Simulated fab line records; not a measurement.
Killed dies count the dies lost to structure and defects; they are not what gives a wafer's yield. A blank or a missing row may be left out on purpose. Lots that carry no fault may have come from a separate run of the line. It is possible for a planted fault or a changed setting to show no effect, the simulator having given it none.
A lot that was struck, set against a sound lot :: flow n5-finfet :: 28 out of 1938 route steps
Sound: the wafers L383.1, L383.2, L383.3. Wafers struck: L385.2, L385.3, L385.5. The cause comes at the end.
Per side, at each step with rows, come the tool, then ch with its chambers, and then its first start. Under that, the readings that differ: sound wafers :: struck wafers :: difference of the means :: sigmas: that difference in standard deviations of wafers without a fault.
alike: a reading whose means differ by less than 2 such deviations, as well as words and numbers matching on both sides. not compared: withheld readings; readings where some wafer has no value; bounds like >300 that might hide an equal value; numbers whose values overlap and for which the record gives no deviation.
Wherever a step has rows on one side only, a row that says differs or no value, or a row with sigmas, the two part there. Numbers that don't overlap but have no deviation are shown without sigmas and don't part them. A reading that every wafer of one side lacks parts them only if that side has two wafers or more.

N5_BEOL_M0_PRE_CLEAN_131: time 15 s.
  sound on cvd-co-02 ch 0,1,2, day 7 01:35; struck on cvd-co-01 ch 0,2, day 7 15:40
  alike: heater-power-w
N5_BEOL_M0_CO_CAP_123: material Co, precursor CCTBA/H2, target thk 2 nm, time 102.1 s.
  sound on cvd-co-02 ch 0,1,2, day 7 01:37; struck on cvd-co-01 ch 0,2, day 7 15:44
  alike: heater-power-w
then, 2 steps without rows for these wafers: N5_BEOL_M0_PRE_CLEAN_124 (time 15 s); N5_BEOL_M0_DEP_125 (deposits SiCN from 3MS/NH3, target thk 8 nm, time 14 s).
N5_BEOL_M0_RS_MEAS_126: a four-point-probe measurement.
  sound on film-metro-01 at day 7 01:50; struck on film-metro-02 at day 7 15:57
  alike: M0_RS
N5_BEOL_M0_INSPECT_127: inspects for defects (darkfield).
  sound on defect-inspect-01 at day 7 01:52; struck on defect-inspect-01 at day 7 15:58
  alike: raw-defect-count
N5_BEOL_M1_ILD_DEP_00: deposits SiOC from DEMS/O2, target thk 79 nm, time 15.3 s.
  sound on pecvd-04 ch 0,1,2, day 7 01:54; struck on pecvd-04 ch 0,1,2, day 7 16:01
  alike: heater-power-w, showerhead-plenum-p-Torr, throttle-valve-pct
N5_BEOL_M1_THK_MEAS_01:
  sound on film-metro-02 at day 7 01:58; struck on film-metro-02 at day 7 16:05
  alike: M1_ILD_THK
then, 1 step without rows for these wafers: N5_BEOL_M1_PECVD_72 (deposits SiO2 from TEOS/O2, target thk 16 nm, time 18 s).
N5_BEOL_M1_HM_DEP_02: deposits TiN, target thk 20 nm.
  sound on pvd-sputter-03 at day 7 02:04; struck on pvd-sputter-02 at day 7 17:58
  alike: throttle-valve-pct
then, 1 step without rows for these wafers: N5_BEOL_M1_COAT_61 (time 60 s, resist thk 60 nm).
N5_BEOL_M1_COAT_62: time 60 s, resist thk 12 nm.
  sound on litho-track-05 ch 0, day 7 02:12; struck on litho-track-03 ch 0, day 7 18:06
reading: spin-speed-rpm (rpm)
sound: 1498.5 1498.4 1498.7
struck: 1628.5 1628.2 1628.7
difference: +129.9
sigmas: +99 or more

reading: model.SiARC_of_BEOL_M1_COAT_62.thk-nm (nm)
sound: 12 12 12
struck: 11.6 11.6 11.6
difference: -0.4
sigmas: 
  alike: exhaust-pa, plate-temp-C, resist-line-temp-C
then, 7 steps without rows for these wafers: N5_BEOL_M1_COAT_73 (time 60 s, resist thk 5 nm); N5_BEOL_M1_COAT_05 (resist thk 30 nm); N5_BEOL_M1_EBR_07; N5_BEOL_M1_SOFTBAKE_06 (time 60 s); N5_BEOL_M1_EXPOSE_08 (exposes mask M1); N5_BEOL_M1_PEB_09 (peb time 60 s); N5_BEOL_M1_DEVELOP_10 (develop time 30 s).
N5_BEOL_M1_CD_MEAS_11: target cd 17.05 nm.
  sound on cd-sem-01 ch 0, day 7 02:28; struck on cd-sem-02 ch 0, day 7 18:22
  alike: cd-nm
N5_BEOL_M1_OVL_MEAS_12:
  sound on overlay-01 ch 0, day 7 02:29; struck on overlay-01 ch 0, day 7 18:23
  alike: M1_OVL
N5_BEOL_M1_INSPECT_13: inspects for defects (brightfield).
  sound on defect-inspect-02 at day 7 02:33; struck on defect-inspect-01 at day 7 18:27
  alike: raw-defect-count
then, 1 step without rows for these wafers: N5_BEOL_M1_DESCUM_16 (chemistry O2, time 7 s).
N5_BEOL_M1_ETCH_74: etches underlayer in N2/H2, target depth 6.5 nm, time 5.2 s.
  sound on rie-diel-02 ch 0,1,2, day 7 02:40; struck on rie-diel-06 ch 1,2,3, day 7 19:22
reading: etch-rf-on-time-s (s)
sound: 5.47 5.53 5.34
struck: 5.21 5.11 5.00
difference: -0.34
sigmas: -2
  alike: drypump-motor-current-A, oes-product-au, rf-vpp-V, showerhead-plenum-p-Torr, throttle-valve-pct
  not compared: rf-hours-counter-h
N5_BEOL_M1_ETCH_63: etches SiARC in CF4, target depth 15.6 nm, time 26 s.
  sound on rie-diel-02 ch 0,1,2, day 7 02:41; struck on rie-diel-06 ch 1,2,3, day 7 19:23
reading: etch-rf-on-time-s (s)
sound: 26.8 27.2 26.3
struck: 25.0 25.1 24.0
difference: -2.1
sigmas: -3

reading: model.etch.depth-nm (nm)
sound: 11.98 12 11.99
struck: 11.52 11.58 11.52
difference: -0.45
sigmas: 

reading: model.CAR-EUV_of_BEOL_M1_COAT_05.thk-nm (nm)
sound: 11 11 11.2
struck: 11.6 11.6 11.6
difference: +0.5
sigmas: 
  alike: cf4-flow-sccm, drypump-motor-current-A, oes-product-au, rf-vpp-V, showerhead-plenum-p-Torr, throttle-valve-pct
  not compared: rf-hours-counter-h
N5_BEOL_M1_ETCH_64: etches SOC in N2/H2, target depth 75 nm, overetch 15 nm, time 112.5 s.
  sound on rie-diel-02 ch 0,1,2, day 7 02:43; struck on rie-diel-06 ch 1,2,3, day 7 19:25
reading: model.SiARC_of_BEOL_M1_COAT_62.thk-nm (nm)
sound: 7 7 6.8
struck: 6.4 6.4 6
difference: -0.7
sigmas: 
  alike: drypump-motor-current-A, oes-product-au, rf-vpp-V, showerhead-plenum-p-Torr, throttle-valve-pct
  not compared: rf-hours-counter-h
then, 2 steps without rows for these wafers: N5_BEOL_M1_STRIP_65 (strips in N2/H2); N5_PASSIVATION_PROBE_49.

== WHERE THEY PART ==
At N5_BEOL_M1_COAT_62 first; at N5_BEOL_M1_ETCH_63 last (within this record only). Later steps at which nothing parts them and some readings are alike: N5_BEOL_M1_ETCH_64.

WHY: what had been put in by the simulator
Drift in process parameters on litho-track-03 at N5_BEOL_M1_COAT_62, starting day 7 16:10. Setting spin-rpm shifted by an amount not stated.
